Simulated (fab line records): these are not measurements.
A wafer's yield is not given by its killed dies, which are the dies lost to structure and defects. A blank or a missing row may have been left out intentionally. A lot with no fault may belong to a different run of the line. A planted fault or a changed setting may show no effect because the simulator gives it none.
Chamber matching :: flow n5_finfet :: rie_diel-04 running N5_BEOL_M7_ETCH_66: 4 sister chambers
The step etches SOC in N2/H2, target depth 80 nm, overetch 16 nm, time 120 s. 4 wafers are shown with their chamber, then 8 later ones without.

WAFERS, EACH WITH ITS CHAMBER
wafer: L089.3
chamber: 0
drypump_motor_current_A (A): 5.5

wafer: L089.4
chamber: 3
drypump_motor_current_A (A): 6.1

wafer: L089.6
chamber: 2
drypump_motor_current_A (A): 6.0

wafer: L094.1
chamber: 1
drypump_motor_current_A (A): 5.4

WAFERS WITHOUT THEIR CHAMBER
wafer: L094.4
drypump_motor_current_A (A): 6.1

wafer: L094.5
drypump_motor_current_A (A): 6.0

wafer: L091.3
drypump_motor_current_A (A): 5.4

wafer: L091.5
drypump_motor_current_A (A): 5.6

wafer: L091.6
drypump_motor_current_A (A): 6.1

wafer: L090.2
drypump_motor_current_A (A): 6.0

wafer: L090.4
drypump_motor_current_A (A): 5.6

wafer: L090.5
drypump_motor_current_A (A): 5.4

EACH ONE'S CHAMBER
wafer: L094.4
from the rows above: 3
in truth: 3

wafer: L094.5
from the rows above: 2
in truth: 2

wafer: L091.3
from the rows above: 1
in truth: 1

wafer: L091.5
from the rows above: 0
in truth: 0

wafer: L091.6
from the rows above: 3
in truth: 3

wafer: L090.2
from the rows above: 2
in truth: 2

wafer: L090.4
from the rows above: 0
in truth: 0

wafer: L090.5
from the rows above: 1
in truth: 1
Placed correctly: 8 of 8. Left unplaced by these rows: 0. Number placed wrongly: 0.
How it was worked out, from the rows above alone: a wafer's distance from a chamber is the root of the sum, over the readings, of the square of ((its reading less the chamber's mean) divided by the reading's scatter). If the next closest chamber is less than 2 further off than the closest, the wafer can't be placed; otherwise it belongs to the closest. The mean given for a chamber averages the wafers shown for that chamber. The scatter (one wafer shown for each chamber): square how far every hidden wafer sits from the nearest shown wafer, average those squares and take the square root.
